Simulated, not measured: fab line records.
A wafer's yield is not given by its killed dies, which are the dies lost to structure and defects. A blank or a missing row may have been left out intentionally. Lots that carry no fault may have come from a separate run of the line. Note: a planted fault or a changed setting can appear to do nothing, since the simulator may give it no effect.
The tool behind it: which one?	flow n5Finfet	10 lots, 26 wafers sampled, at 4 steps of a route of 1938

== WHAT THE GAUGES READ, wafer by wafer ==
N5_SPACER0_INSPECT_04: inspects for defects (darkfield).
lot	measured	on	rawDefectCount
L396	day 3 13:14	defectInspect-02	118 104 124
L397	day 3 20:30	defectInspect-01	152 233 140
L400	day 4 11:49	defectInspect-02	123 133
L401	day 4 18:26	defectInspect-02	95 170
L403	day 5 05:19	defectInspect-01	174
L408	day 6 15:56	defectInspect-01	84 106 131
L410	day 7 01:34	defectInspect-01	134 109 95
L411	day 7 08:53	defectInspect-02	77 86 137
L416	day 8 11:30	defectInspect-02	116 169 216
L417	day 8 23:13	defectInspect-02	141 166 213

== EACH LOT AND THE TOOL THAT RAN IT (in order: tool; ch and the chambers of the sampled wafers; start) ==
lot	N5_DUMMY_GATE_TRIM_49	N5_DUMMY_GATE_STRIP_40	N5_SPACER0_ALD_00
L396	rieSi-02 ch 0,2,3, day 3 11:32	rieDiel-03 ch 0,1,2, day 3 11:38	aldSin-03 ch 0,1,3, day 3 12:50
L397	rieSi-01 ch 1,2, day 3 18:58	rieDiel-06 ch 2,3, day 3 19:04	aldSin-03 ch 0,1,2, day 3 20:05
L400	rieSi-02 ch 1,3, day 4 10:04	rieDiel-03 ch 2, day 4 10:10	aldSin-03 ch 0,2, day 4 11:24
L401	rieSi-01 ch 0, day 4 16:18	rieDiel-01 ch 3, day 4 16:24	aldSin-03 ch 1,2, day 4 18:02
L403	rieSi-02 ch 1, day 5 03:40	rieDiel-03 ch 2, day 5 03:46	aldSin-03 ch 2, day 5 04:54
L408	rieSi-03 ch 0,1,2, day 6 13:18	rieDiel-06 ch 2,3, day 6 13:24	aldSin-01 ch 0,1,2, day 6 15:32
L410	rieSi-03 ch 1,2, day 6 23:05	rieDiel-03 ch 1,2, day 6 23:11	aldSin-01 ch 0,1, day 7 01:08
L411	rieSi-01 ch 0,2,3, day 7 07:02	rieDiel-03 ch 1,2,3, day 7 07:19	aldSin-03 ch 0,2,3, day 7 08:29
L416	rieSi-01 ch 1,2,3, day 8 09:58	rieDiel-06 ch 1,3, day 8 10:03	aldSin-02 ch 0,1, day 8 11:05
L417	rieSi-02 ch 0,1, day 8 19:30	rieDiel-03 ch 0,3, day 8 19:49	aldSin-01 ch 0,3, day 8 22:48
- N5_DUMMY_GATE_TRIM_49: chemistry O2, time 29 s, target cd 14 nm.
- N5_DUMMY_GATE_STRIP_40: strips in CF4.
- N5_SPACER0_ALD_00: deposits SiOCN, target thk 3.5 nm, pulse time 3 s, purge time 2 s.

== THE ANSWER, worked out from the rows above alone ==
Rule: what is usual is taken from the lots themselves. The widest of any qualifying gaps counts: lots, ordered by their means at a reading, are off when they make up no more than a third of the lots, leave a main group of 4 or more, and stand apart from it by 3 or more times the standard deviation of that group's means. If all means in a main group match to the digits the tables above print for the reading, that group is not used. A lot without any number at a reading at which 4 lots or more have one is off too. Where the step has rows for the other lots, those lots are counted as sound.
No lot is off at any reading shown: from this, nothing can be told.

== WHAT HAD BEEN PUT IN BY THE SIMULATOR ==
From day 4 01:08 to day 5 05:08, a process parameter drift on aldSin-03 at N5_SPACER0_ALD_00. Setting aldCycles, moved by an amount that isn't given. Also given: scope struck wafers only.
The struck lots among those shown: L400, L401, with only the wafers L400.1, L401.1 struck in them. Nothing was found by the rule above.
